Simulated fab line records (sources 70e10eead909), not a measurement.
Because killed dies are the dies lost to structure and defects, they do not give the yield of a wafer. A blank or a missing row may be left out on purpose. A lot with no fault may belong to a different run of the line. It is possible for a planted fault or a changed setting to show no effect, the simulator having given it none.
A struck lot beside a sound one	flow nand harc	15 out of 1159 route steps
Sound: wafers L674.4, L674.5, L674.6. Struck: wafer L688.2 (L688.1, L688.3, from the same lot, were not struck and are left out); the cause is given at the end.
Order at every step that has rows: each side's tool, ch and its chambers, its first start. Under that, the readings that differ: sound wafers	struck wafers	difference of the means	sigmas: that difference in standard deviations of wafers without a fault.
alike: a reading whose means differ by less than 2 such deviations, as well as words and numbers matching on both sides. not compared: withheld readings; readings where some wafer has no value; bounds like >300 that might hide an equal value; numbers whose values overlap and for which the record gives no deviation.
The two part at a step that has a row with sigmas, a row that says differs or no value, or rows on one side only. Numbers that don't overlap but have no deviation are shown without sigmas and don't part them. A reading missing from all wafers of one side parts the sides only when that side holds two or more wafers.

first, 4 steps without rows for these wafers: NHARC_P_M1_EBR_05; NHARC_P_M1_EXPOSE_06 (exposes mask P M1, target cd 130 nm); NHARC_P_M1_PEB_07 (peb time 65 s); NHARC_P_M1_DEVELOP_08 (develop time 35 s).
NHARC_P_M1_CD_MEAS_09: target cd 130 nm.
  sound on cd sem-03 ch 0, day 7 06:52; struck on cd sem-02 ch 0, day 10 22:07
  alike: cd nm
NHARC_P_M1_OVL_MEAS_10: pitch 260 nm.
  sound: overlay-01 at day 7 06:58; struck: overlay-01 at day 10 22:12
  alike: overlay x nm, overlay y nm
NHARC_P_M1_INSPECT_11:
  sound: defect inspect-02 at day 7 06:59; struck: defect inspect-01 at day 10 22:14
  alike: raw defect count
NHARC_P_M1_DESCUM_14: chemistry O2, time 3 s.
  sound on rie diel-11 ch 0,3, day 7 07:03; struck on rie diel-03 ch 1, day 10 22:18
reading	sound	struck	difference	sigmas
rf vpp V (V)	57.7 58.6 58.0	60.3	+2.2	+2
  alike: drypump motor current A, oes product au, showerhead plenum p Torr, throttle valve pct
  not compared: rf hours counter h
NHARC_P_M1_ETCH_35: etches the open film in N2/H2, target depth 40 nm, overetch 12 nm, time 43.94 s.
  sound on rie diel-11 ch 0,1,3, day 7 07:09; struck on rie diel-03 ch 3, day 10 22:24
reading	sound	struck	difference	sigmas
showerhead plenum p Torr (Torr)	1.96 2.02 2.11	2.20	+0.17	+2
  alike: drypump motor current A, oes product au, rf vpp V, throttle valve pct
  not compared: rf hours counter h
NHARC_P_M1_ETCH_15: etches the open film in C4F8/Ar, target depth 182.5 nm, time 91.2 s.
  sound: rie diel-11 ch 0,1,2; struck: rie diel-03 ch 2
  alike: oes product au, rf vpp V
  not compared: rf hours counter h
NHARC_P_M1_CD_MEAS_16:
  sound: cd sem-03 at day 7 07:22; struck: cd sem-02 at day 10 22:39
  alike: cd nm
NHARC_P_M1_STRIP_18: strips in N2/H2.
  sound on rie diel-03 ch 0,2,3, day 7 07:29; struck on rie diel-11 ch 1, day 10 22:44
reading	sound	struck	difference	sigmas
showerhead plenum p Torr (Torr)	2.03 2.09 2.20	1.95	-0.16	-2
  alike: drypump motor current A, oes product au, rf vpp V, throttle valve pct
  not compared: rf hours counter h
NHARC_P_M1_ETCH_28: etches the open film in CF4/N2, target depth 30 nm, time 72.99 s.
  sound on rie diel-03 ch 0,1, day 7 07:40; struck on rie diel-11 ch 0, day 10 23:02
reading	sound	struck	difference	sigmas
over etch frac	0.3 0.3 0.3	0.21716	-0.08284	
  alike: drypump motor current A, oes product au, rf vpp V, showerhead plenum p Torr, throttle valve pct
  not compared: rf hours counter h
then, 1 step without rows for these wafers: NHARC_P_M1_STRIP_19 (strips in post etch residue remover, time 600 s).
-- break in the record here, with 14 days between the starts of the struck wafers on either side (left off in module P_M1, picked up again in module END, where the first step shown is number 1159 on the route) --
NHARC_END_SORT_01:
  sound on prober-02 ch 0, day 20 10:06; struck on prober-02 ch 0, day 24 16:22
reading	sound	struck	difference	sigmas
killed open	1 4 3	8	+5	+3
  alike: defect limited yield, killed at array, killed at other, killed at periphery, killed dies, killed short, sort_bin_2_pct, sort_bin_3_pct, sort_bin_4_pct, sort n pass, sort rim yield pct, sort yield pct

## WHERE THEY PART
Last at NHARC_END_SORT_01 as far as this record goes, first at NHARC_P_M1_DESCUM_14.

WHY: what the simulator had put in
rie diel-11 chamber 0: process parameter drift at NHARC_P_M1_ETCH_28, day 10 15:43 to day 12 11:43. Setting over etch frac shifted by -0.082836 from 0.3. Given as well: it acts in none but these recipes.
